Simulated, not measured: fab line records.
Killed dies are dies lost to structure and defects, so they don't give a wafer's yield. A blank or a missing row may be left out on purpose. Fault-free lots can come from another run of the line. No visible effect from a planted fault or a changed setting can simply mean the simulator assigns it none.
A lot that was struck, set against a sound lot	flow n5Finfet	38 out of 1938 route steps
Sound: wafers L172.1, L172.2, L172.4. Struck: wafer L187.2 (L187.3, L187.6, from the same lot, were not struck and are left out); the cause is given at the end.
Order at every step that has rows: each side's tool, ch and its chambers, its first start. Under that, the readings that differ: sound wafers	struck wafers	difference of the means	sigmas: that difference in standard deviations of wafers without a fault.
alike: readings whose means differ by less than 2 such deviations, and words and numbers that are the same on both sides. not compared: withheld readings, readings that some wafer has no value for, bounds like >300 that may hide the same value, and numbers for which the record gives no deviation and whose values overlap.
A row with sigmas, a row that says differs or no value, or rows on one side alone: a step with any of these is where the two part. Numbers that don't overlap but have no deviation are shown without sigmas and don't part them. A reading missing from all wafers of one side parts the sides only when that side holds two or more wafers.

first, 9 steps without rows for these wafers: N5_BEOL_M7_DESCUM_33 (chemistry O2, time 7 s); N5_BEOL_M7_ETCH_72 (etches underlayer in N2/H2, target depth 6.5 nm, time 5.2 s); N5_BEOL_M7_ETCH_65 (etches SiARC in CF4, target depth 15.6 nm, time 26 s); N5_BEOL_M7_ETCH_66 (etches SOC in N2/H2, target depth 80 nm, overetch 16 nm, time 120 s); N5_BEOL_M7_STRIP_69 (strips in N2/H2); N5_BEOL_M7_STRIP_73 (strips in N2/H2); N5_BEOL_M7_VIA_ETCH_34 (etches SiCOH lowk in C4F6/O2, target depth 125.5 nm, time 50.5 s); N5_BEOL_M7_STRIP_76 (strips in C4F6/O2); N5_BEOL_M7_STRIP_36 (strips in N2/H2).
N5_BEOL_M7_TRENCH_ETCH_37: etches SiCOH lowk in C4F6/O2, target depth 93.478 nm, time 31.2 s.
  sound on rieDiel-02 ch 0,1,2, day 9 11:42; struck on rieDiel-02 ch 1, day 12 20:32
reading	sound	struck	difference	sigmas
model.BEOL_M7.featureDepthNm (nm)	89.4 90.2 91.2	74	-16	
model.etch.depthNm (nm)	89.3 90.17 91.22	74.04	-16.19	
  alike: drypumpMotorCurrentA, oesProductAu, rfVppV, showerheadPlenumPTorr, throttleValvePct
  not compared: rfHoursCounterH
then, 2 steps without rows for these wafers: N5_BEOL_M7_ETCH_41 (etches SiCN in CH3F/O2, target depth 31.9 nm, time 57.8 s); N5_BEOL_M7_STRIP_80 (strips in N2/H2, time 10 s).
N5_BEOL_M7_OCD_MEAS_38:
  sound: ocd-01 at day 9 11:52; struck: ocd-01 at day 12 20:41
reading	sound	struck	difference	sigmas
trenchDepthNm (nm)	89.3 90.2 90.7	74.1	-16.0	-9
then, 13 steps without rows for these wafers: N5_BEOL_M7_HM_STRIP_39 (strips TiN in peroxide tin strip, target depth 25 nm, time 158 s); N5_BEOL_M7_SRD_40 (time 30 s); N5_BEOL_M7_PRECLEAN_42 (cleans in residue remover, time 60 s); N5_BEOL_M7_SRD_43 (time 30 s); N5_BEOL_M7_CURE_75 (cures SiCOH lowk, time 120 s); N5_BEOL_M7_DEGAS_44 (time 60 s); N5_BEOL_M7_PRE_CLEAN_45 (time 30 s); N5_BEOL_M7_ALD_77 (deposits TaN, target thk 2 nm, pulse time 2 s, purge time 3 s); N5_BEOL_M7_SURFACE_TREAT_79; N5_BEOL_M7_CVD_78 (deposits Co from CCTBA/H2, target thk 2 nm, time 142.3 s); N5_BEOL_M7_SPUTTER_48 (material Cu, target thk 10 nm, time 1.667 s); N5_BEOL_M7_ECD_50 (material Cu, target thk 300 nm); N5_BEOL_M7_ANNEAL_51 (time 90 s).
N5_BEOL_M7_CMP_52: polishes, stops on SiCOH lowk, t overpolish 6.9 s, target thk 80 nm.
  sound on cmp-01 ch 0,1,2, day 9 14:10; struck on cmp-03 ch 2, day 12 23:25
reading	sound	struck	difference	sigmas
model.Cu_of_BEOL_M7_ECD_50.thkNm (nm)	77.2 77.2 77.2	61.8	-15.4	
  alike: barrierFieldEndpointS, clearingPlatenRpm, edgeZonePressureFrac, headPressurePsi, motorCurrentA, overpolishRunS, timeToEndpointS
N5_BEOL_M7_THK_MEAS_53: measures by xrf.
  sound: filmMetro-01 at day 9 14:25; struck: filmMetro-01 at day 12 23:41
reading	sound	struck	difference	sigmas
M7_THK (nm)	76.9 77.3 77.4	61.6	-15.6	-7
then, 2 steps without rows for these wafers: N5_BEOL_M7_PRE_CLEAN_55 (time 15 s); N5_BEOL_M7_DEP_56 (deposits SiCN from 3MS/NH3, target thk 10 nm, time 17.5 s).
N5_BEOL_M7_RS_MEAS_57: the measuring method here is four-point-probe.
  sound: filmMetro-01 at day 9 14:33; struck: filmMetro-01 at day 12 23:49
reading	sound	struck	difference	sigmas
M7_RS (ohm/sq)	0.299 0.299 0.298	0.390	+0.091	+9
then, 5 steps without rows for these wafers: N5_BEOL_M8_ILD_DEP_00 (deposits SiCOH lowk from DEMS/porogen, target thk 179.75 nm, time 33.4 s); N5_BEOL_M8_CURE_74 (cures SiCOH lowk, time 240 s); N5_BEOL_M8_PECVD_70 (deposits SiO2 from TEOS/O2, target thk 20 nm, time 22.7 s); N5_BEOL_M8_HM_DEP_02 (deposits TiN, target thk 20 nm); N5_BEOL_M8_COAT_59 (time 60 s, resist thk 100 nm).
-- the record jumps here: 3 days lie between the struck wafers' starts before and after (it left off in module BEOL_M8 and takes up again in module BEOL_M15, whose first step shown is number 1830 of the route) --
N5_BEOL_M15_RC_MEAS_101:
  sound on prober-02 ch 0, day 11 23:16; struck on prober-02 ch 0, day 15 20:44
reading	sound	struck	difference	sigmas
COMB_M11 (S/m)	1.4e-11 1.7e-11 1.4e-11	2.2e-11	+7.0e-12	+2
SERP_M6 (ohm/um)	13.6 13.8 14.0	15.5	+1.7	+2
SERP_M7 (ohm/um)	13.9 14.6 13.9	18.7	+4.6	+7
SERP_M7_max_site (ohm/um)	14.6 14.9 14.5	19.1	+4.4	+6
  alike: COMB_M10, COMB_M12, COMB_M13, COMB_M14, COMB_M15, COMB_M5, COMB_M6, COMB_M8, COMB_M9, SERP_M10, SERP_M11, SERP_M12, SERP_M13, SERP_M14, SERP_M14_max_site, SERP_M5, SERP_M8, SERP_M9
N5_PASSIVATION_PROBE_49:
  sound: prober-02 at day 12 15:05; struck: prober-02 at day 16 12:02
reading	sound	struck	difference	sigmas
killedOpen	72 67 69	44	-25	-2
  alike: defectLimitedYield, killed_at_M0_to_M3, killed_at_M4_up, killedAtContacts, killedAtFrontEnd, killedAtOther, killedDies, killedShort, sort_bin_5_function, sort_bin_6_memory, sort_bin_8_speed, sortNPass

WHERE THEY PART
Last at N5_PASSIVATION_PROBE_49 as far as this record goes, first at N5_BEOL_M7_OCD_MEAS_38.

WHY: what the simulator had put in
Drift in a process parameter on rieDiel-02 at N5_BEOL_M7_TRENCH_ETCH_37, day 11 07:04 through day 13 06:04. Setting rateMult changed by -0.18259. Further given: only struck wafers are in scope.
